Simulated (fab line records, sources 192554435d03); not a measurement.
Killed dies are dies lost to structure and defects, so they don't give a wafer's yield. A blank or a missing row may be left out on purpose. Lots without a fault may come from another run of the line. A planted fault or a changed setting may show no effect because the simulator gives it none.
fab line records | flow n5_finfet
record lots=7 wafers=19 last_day=17
route steps=1938 shown BEOL_M7@1317 PASSIVATION@1936
lots that met no fault: from a run of the same line without faults
start_h: hours from the record's first day to the start of the lot's first wafer shown | wait_h: hours since the lot's step before | " the same as in the row above | L1.1+2: a row that stands for several wafers | - no value, or no start given | * or withheld: withheld | < > ~ a bound
route shown NAME@n: a module of which the file shows steps, and the number in the route of the first | usual: mean/standard deviation of fault-free wafers | same: alike in all rows | chamber/n: place in a boat | sites: the reading at each site | _std_site: their standard deviation | _edge_site: outer sites' mean less inner sites' | radius_mm: how far each site lies from the wafer's centre | mask NAME#n: copy n | behind: the tool/chamber that last shaped the wafer | hold: why the lot was held/for how many hours/how that ended | device: the transistor (n, p or np) that didn't switch | end of line: the same wafers' tests at the end of the route | a step without rows: its recipe alone | killed: dies lost to structure and defects at the first sort, not the wafer's yield | map: a wafer's dies, x killed, . not, _ none there
set.NAME: the setting as run; set.NAME@STEP: as run at that earlier step | model.NAME: the simulator's own value behind a step, which no gauge read
lots at some steps of the route; a table a step, a row a wafer
services: from which hour (start_h, from the record's first day; less than 0 if before it) a tool's chamber was out of use, for how many hours, and why
## steps
# step N5_BEOL_M7_CURE_75
# recipe temp_c=370 time_s=120 ambient=DMADMS/He material=SiCOH_lowk
# usual lamp_power_pct=52.31/0.057 wafer_temp_C_max=372.0/0.66
# columns lot.wafer tool chamber start_h wait_h lamp_power_pct wafer_temp_C_max
L527.1 uv_cure-01 1 211.52 0.0 52.26 372.7
L527.2 " 1 " " 52.32 371.4
L527.4 " 1 " " 52.20 372.2
L529.1 uv_cure-03 2 217.17 0.0 52.38 370.9
L529.3 " 2 " " 52.33 371.1
L529.5 " 2 " " 52.39 370.9
L539.3 uv_cure-03 2 274.66 0.1 52.32 371.0
L539.4 " 2 " " 52.24 370.9
L541.1 uv_cure-03 1 283.13 0.1 52.36 372.7
L541.3 " 1 " " 52.38 371.9
L541.6 " 1 " " 52.28 372.9
L540.5 uv_cure-03 1 298.02 0.5 52.27 372.5
L540.6 " 1 " " 52.34 372.5
L545.3 uv_cure-02 0 304.03 0.4 52.30 371.0
L545.4 " 0 " " 52.27 371.4
L545.6 " 0 " " 52.26 371.8
L548.2 uv_cure-01 1 330.44 0.1 52.33 372.6
L548.5 " 1 " " 52.31 371.7
L548.6 " 1 " " 52.34 372.3
# step N5_BEOL_M7_DEGAS_44
# recipe ambient=vacuum temp_c=250 time_s=60
# step N5_BEOL_M7_PRE_CLEAN_45
# recipe gas=H2/He time_s=30 temp_c=250
# usual heater_power_w=342/35
# columns lot.wafer tool chamber start_h wait_h heater_power_w
L527.1 pvd_sputter-01 - 212.06 0.0 270
L527.2 " - " " 339
L527.4 " - " " 352
L529.1 pvd_sputter-03 - 221.22 0.0 374
L529.3 " - " " 335
L529.5 " - " " 337
L539.3 pvd_sputter-02 - 275.03 0.0 402
L539.4 " - " " 322
L541.1 pvd_sputter-02 - 283.91 0.0 405
L541.3 " - " " 309
L541.6 " - " " 308
L540.5 pvd_sputter-02 - 298.50 0.0 322
L540.6 " - " " 314
L545.3 pvd_sputter-02 - 304.31 0.0 313
L545.4 " - " " 332
L545.6 " - " " 322
L548.2 pvd_sputter-01 - 330.77 0.0 270
L548.5 " - " " 340
L548.6 " - " " 264
# step N5_BEOL_M7_ALD_77
# recipe material=TaN target_thk_a=20 temp_c=275 ald_precursor_family=PDMAT ald_co_reactant=NH3 pressure_torr=3 carrier_flow_sccm=1500 pulse_time_s=2 purge_time_s=3 co_reactant_purge_time_s=2 co_reactant_pulse_time_s=3 ald_cycles=40 precursor_vessel_temp_c=75 precursor_vessel_pressure_torr=26.25 precursor_vessel_carrier_sccm=1000
# step N5_BEOL_M7_SURFACE_TREAT_79
# recipe gas=Ar time_s=* ion_energy_ev=* ion_current_ma_cm2=0.5 pressure_mtorr=* ar_flow_sccm=30
# usual throttle_valve_pct=*
# columns lot.wafer tool chamber start_h wait_h throttle_valve_pct
L527.1 pvd_sputter-01 - 213.94 1.5 *
L527.2 " - " " *
L527.4 " - " " *
L529.1 pvd_sputter-03 - 221.60 0.2 *
L529.3 " - " " *
L529.5 " - " " *
L539.3 pvd_sputter-02 - 275.39 0.2 *
L539.4 " - " " *
L541.1 pvd_sputter-01 - 284.32 0.2 *
L541.3 " - " " *
L541.6 " - " " *
L540.5 pvd_sputter-03 - 298.86 0.1 *
L540.6 " - " " *
L545.3 pvd_sputter-02 - 304.69 0.2 *
L545.4 " - " " *
L545.6 " - " " *
L548.2 pvd_sputter-02 - 331.14 0.2 *
L548.5 " - " " *
L548.6 " - " " *
# step N5_BEOL_M7_CVD_78
# recipe material=Co target_thk_a=20 temp_c=withheld precursor=CCTBA/H2 pressure_torr=30 time_s=142.3
# step N5_BEOL_M7_SPUTTER_48
# recipe material=Cu target_thk_a=100 temp_c=-20 bias_v=60 power_w=26000 chamber_pressure_pa=0.13 time_s=1.667
# usual throttle_valve_pct=29.8/1.1
# columns lot.wafer tool chamber start_h wait_h throttle_valve_pct
L527.1 pvd_sputter-01 - 214.40 0.1 27.7
L527.2 " - " " 29.0
L527.4 " - " " 30.9
L529.1 pvd_sputter-02 - 221.81 0.1 29.9
L529.3 " - " " 28.1
L529.5 " - " " 29.8
L539.3 pvd_sputter-02 - 275.63 0.1 30.1
L539.4 " - " " 29.6
L541.1 pvd_sputter-03 - 284.94 0.4 30.4
L541.3 " - " " 29.0
L541.6 " - " " 30.4
L540.5 pvd_sputter-01 - 299.06 0.1 30.9
L540.6 " - " " 29.1
L545.3 pvd_sputter-03 - 305.19 0.2 29.5
L545.4 " - " " 30.5
L545.6 " - " " 29.4
L548.2 pvd_sputter-01 - 331.57 0.3 31.8
L548.5 " - " " 29.2
L548.6 " - " " 30.9
# step N5_BEOL_M7_ECD_50
# recipe material=Cu target_thk_a=3000
# step N5_BEOL_M7_ANNEAL_51
# recipe temp_c=225 time_s=90 ambient=N2
# usual wafer_temp_C_max=226.2/0.31
# columns lot.wafer tool chamber start_h wait_h wafer_temp_C_max
L527.1 rtp_anneal-02 0 214.63 0.1 225.9
L527.2 " 0 " " 225.5
L527.4 " 0 " " 226.0
L529.1 rtp_anneal-02 0 222.03 0.1 226.1
L529.3 " 0 " " 226.3
L529.5 " 0 " " 226.2
L539.3 rtp_anneal-02 0 276.26 0.4 226.4
L539.4 " 0 " " 226.1
L541.1 rtp_anneal-01 0 287.39 2.2 226.4
L541.3 " 0 " " 226.5
L541.6 " 0 " " 226.4
L540.5 rtp_anneal-01 0 299.42 0.2 225.5
L540.6 " 0 " " 226.1
L545.3 rtp_anneal-01 0 305.62 0.3 226.4
L545.4 " 0 " " 226.2
L545.6 " 0 " " 226.5
L548.2 rtp_anneal-01 0 332.01 0.2 226.5
L548.5 " 0 " " 226.4
L548.6 " 0 " " 226.7
# step N5_BEOL_M7_CMP_52
# recipe stop_on=SiCOH_lowk t_overpolish_s=6.9 down_force_psi=1 platen_rpm=50 clearing_platen_down_force_psi=1.5 clearing_platen_rpm=50 post_cmp_clean=cu_alkaline target_thk_nm=80 clearing_platen_pad_velocity_m_s=0.99484 pad_velocity_m_s=0.99484
# step N5_BEOL_M7_THK_MEAS_53
# recipe thk_meas_gauge=xrf reads=Cu_of_BEOL_M7_ECD_50
# usual M7_THK=79.4/1.8
# columns lot.wafer tool chamber start_h wait_h M7_THK[nm]
L527.1 film_metro-01 - 215.22 - 79.0
L527.2 " - " " 80.8
L527.4 " - " " 78.2
L529.1 film_metro-02 - 222.63 - 78.1
L529.3 " - " " 77.2
L529.5 " - " " 78.4
L539.3 film_metro-02 - 276.76 - 76.5
L539.4 " - " " 79.3
L541.1 film_metro-02 - 287.99 - 78.8
L541.3 " - " " 80.5
L541.6 " - " " 81.3
L540.5 film_metro-01 - 299.87 - 82.4
L540.6 " - " " 77.9
L545.3 film_metro-02 - 306.16 - 77.0
L545.4 " - " " 80.2
L545.6 " - " " 77.4
L548.2 film_metro-01 - 332.57 - 81.2
L548.5 " - " " 80.6
L548.6 " - " " 78.7
# step N5_BEOL_M7_PRE_CLEAN_55
# recipe gas=NH3 time_s=15 temp_c=withheld rf_power_w=300
# step N5_BEOL_M7_DEP_56
# recipe material=SiCN target_thk_a=100 temp_c=withheld precursor=3MS/NH3 pressure_torr=3 rf_w=202 time_s=17.5
# usual showerhead_plenum_p_Torr=3.670/0.0084 throttle_valve_pct=9.0/0.57
# columns lot.wafer tool chamber start_h wait_h showerhead_plenum_p_Torr throttle_valve_pct model.SiCN_of_BEOL_M7_DEP_56.thk_nm
L527.1 pecvd-01 0 215.29 0.0 3.683 9.5 9.8
L527.2 " 2 " " 3.658 8.2 9.8
L527.4 " 1 " " 3.659 8.2 10
L529.1 pecvd-04 2 222.70 0.0 3.676 8.7 9.8
L529.3 " 1 " " 3.676 9.0 9.8
L529.5 " 0 " " 3.676 9.6 10.2
L539.3 pecvd-04 1 276.82 0.0 3.665 8.7 12.4
L539.4 " 0 " " 3.690 9.7 10
L541.1 pecvd-04 0 288.06 0.0 3.687 9.5 10
L541.3 " 1 " " 3.670 9.2 12.4
L541.6 " 1 " " 3.677 8.8 10.2
L540.5 pecvd-04 1 299.95 0.0 3.666 8.9 12.4
L540.6 " 2 " " 3.671 8.8 10
L545.3 pecvd-01 2 306.22 0.0 3.663 8.4 9.8
L545.4 " 2 " " 3.656 8.5 10
L545.6 " 1 " " 3.663 8.3 10.2
L548.2 pecvd-02 1 332.63 0.0 3.663 8.5 10.2
L548.5 " 2 " " 3.675 9.4 10.2
L548.6 " 0 " " 3.662 9.8 10
# step N5_BEOL_M7_RS_MEAS_57
# recipe thk_meas_gauge=four-point-probe reads=Cu_of_BEOL_M7_ECD_50+Co_of_BEOL_M7_CVD_78+TaN_of_BEOL_M7_ALD_77
# usual M7_RS=0.284/0.0076
# columns lot.wafer tool chamber start_h wait_h M7_RS[ohm/sq]
L527.1 film_metro-02 - 215.36 0.1 0.285
L527.2 " - " " 0.277
L527.4 " - " " 0.289
L529.1 film_metro-02 - 222.76 0.1 0.288
L529.3 " - " " 0.291
L529.5 " - " " 0.286
L539.3 film_metro-02 - 276.89 0.1 0.294
L539.4 " - " " 0.284
L541.1 film_metro-02 - 288.13 0.1 0.289
L541.3 " - " " 0.283
L541.6 " - " " 0.278
L540.5 film_metro-01 - 300.00 0.0 0.271
L540.6 " - " " 0.288
L545.3 film_metro-02 - 306.30 0.1 0.295
L545.4 " - " " 0.280
L545.6 " - " " 0.292
L548.2 film_metro-01 - 332.70 0.1 0.278
L548.5 " - " " 0.278
L548.6 " - " " 0.286
# step N5_PASSIVATION_PROBE_49
# usual defect_limited_yield=90.9/1.6 killed_at_M0_to_M3=34/11 killed_at_M4_up=14/5.7 killed_at_contacts=13/6.5 killed_at_front_end=43/11 killed_at_other=4/3.1 killed_dies=107/19 killed_on_rim=14/3.9 killed_open=71/14 killed_short=35/7.9 sort_bin_5_function=5.3/1.1 sort_bin_6_memory=3.4/0.74 sort_n_pass=1073/19 sort_yield_pct=90.9/1.6
# same gross_dies=1180 killed_at_back_side=0 sort_bin_4_leakage[%]=0 sort_bin_8_speed[%]=0
# columns lot.wafer tool chamber start_h wait_h defect_limited_yield[%] killed_at_M0_to_M3 killed_at_M4_up killed_at_contacts killed_at_front_end killed_at_other killed_dies killed_on_rim killed_open killed_short sort_bin_5_function[%] sort_bin_6_memory[%] sort_n_pass sort_yield_pct[%]
L529.1 prober-02 - 302.72 0.0 89.2 47 27 14 36 4 128 10 91 37 6.4 4.1 1052 89.2
L529.3 prober-02 - 302.82 0.1 90.0 50 22 17 28 1 118 16 77 39 5.8 3.9 1062 90.0
L529.5 prober-02 - 302.92 0.2 88.7 71 12 4 46 0 133 13 88 45 5.4 5.5 1047 88.7
L539.3 prober-02 - 350.02 0.1 90.7 37 16 13 40 4 110 17 82 28 5.0 4.2 1070 90.7
L539.4 prober-02 - 350.07 0.2 92.5 26 14 11 33 4 88 16 64 23 4.4 2.6 1092 92.5
L540.5 prober-01 - 370.33 0.2 91.2 33 11 4 48 8 104 12 71 32 5.1 3.4 1076 91.2
L540.6 prober-01 - 370.38 0.3 91.8 27 11 18 33 8 97 15 68 28 5.4 2.5 1083 91.8
# killed by level:class
L529.1 BEOL_M4:geometric_particle:open=17 BEOL_M0_SAQP:geometric_particle:open=14 MOL_CONTACT_COAG:geometric_particle:open=11 BEOL_M0_SAQP:geometric_particle:short=9 BEOL_M2:geometric_particle:open=9 BEOL_M3:geometric_particle:open=8 STI_FIN_REVEAL:geometric_particle:open=6 DUMMY_GATE:geometric_particle:open=6
L529.3 BEOL_M2:geometric_particle:open=14 MOL_CONTACT_COAG:geometric_particle:open=13 BEOL_M0_SAQP:geometric_particle:short=13 BEOL_M3:geometric_particle:open=8 BEOL_M0_SAQP:geometric_particle:open=7 BEOL_M4:geometric_particle:open=7 FIN_SAQP:geometric_particle:open=5 FIN_SAQP:geometric_particle:short=5
L529.5 BEOL_M0_SAQP:geometric_particle:open=23 BEOL_M2:geometric_particle:open=18 BEOL_M0_SAQP:geometric_particle:short=17 FIN_SAQP:geometric_particle:short=7 STI_FIN_REVEAL:geometric_particle:open=7 BEOL_M3:geometric_particle:open=7 BEOL_M4:geometric_particle:open=7 GATE_CUT:geometric_particle:short=6
L539.3 STI_FIN_REVEAL:geometric_particle:open=13 MOL_CONTACT_COAG:geometric_particle:open=13 BEOL_M1:geometric_particle:open=9 BEOL_M0_SAQP:geometric_particle:short=7 FIN_SAQP:geometric_particle:open=6 BEOL_M0:geometric_particle:open=5 BEOL_M2:geometric_particle:open=5 BEOL_M4:geometric_particle:open=5
L539.4 MOL_CONTACT_COAG:geometric_particle:open=10 FIN_SAQP:geometric_particle:open=8 BEOL_M2:geometric_particle:open=8 STI_FIN_REVEAL:geometric_particle:open=6 DUMMY_GATE:geometric_particle:open=6 BEOL_M3:geometric_particle:open=6 BEOL_M1:geometric_particle:open=3 BEOL_M4:geometric_particle:open=3
L540.5 BEOL_M3:geometric_particle:open=14 STI_FIN_REVEAL:geometric_particle:open=9 BEOL_M1:geometric_particle:open=7 ILD0:geometric_particle:short=6 BEOL_M2:geometric_particle:open=6 PAD_METAL:geometric_particle:open=6 DUMMY_GATE:geometric_particle:open=5 GATE_CUT:geometric_particle:open=5
L540.6 MOL_CONTACT_COAG:geometric_particle:open=13 BEOL_M3:geometric_particle:open=13 STI_FIN_REVEAL:geometric_particle:open=8 FIN_SAQP:geometric_particle:open=7 GATE_CUT:geometric_particle:short=6 MOL_CONTACT_COAG:geometric_particle:short=5 PAD_METAL:geometric_particle:open=5 BEOL_M4:geometric_particle:open=4
## services
# columns tool chamber start_h hours kind
pecvd-02 0 217.83 2.1 scheduled_down
uv_cure-01 - 226.08 0.4 repair
pecvd-04 - 226.86 0.3 repair
pecvd-01 2 240.45 2.1 scheduled_down
rtp_anneal-02 - 255.69 0.6 pm
pecvd-02 0 269.18 5.5 scheduled_down
rtp_anneal-01 - 281.29 5.8 pm
uv_cure-01 - 282.71 22.2 repair
pecvd-02 1 288.25 2.1 scheduled_down
pecvd-02 0 303.55 6.0 repair
pecvd-04 - 305.06 0.7 repair
pecvd-02 - 308.59 2.8 pm
pecvd-04 1 311.86 2.0 repair
pecvd-04 2 321.50 4.9 repair
pecvd-02 1 325.92 5.5 scheduled_down
pecvd-01 0 331.98 5.5 scheduled_down
## key
first_sign none at tools or gauges
model_effect step=N5_BEOL_M7_DEP_56 value=SiCN_of_BEOL_M7_DEP_56.thk_nm without=10 struck=12.4
met_at N5_BEOL_M7_DEP_56
struck_wafers L539.3,L540.5,L541.3
onset_between 222.70 276.82
fault kind=process_parameter_drift tool=pecvd-04 chamber=- onset_h=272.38 steps=N5_BEOL_M7_DEP_56 channel=time_s offset=* shape=step end_h=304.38 scope=struck_wafers_only acts_in=* stated=*
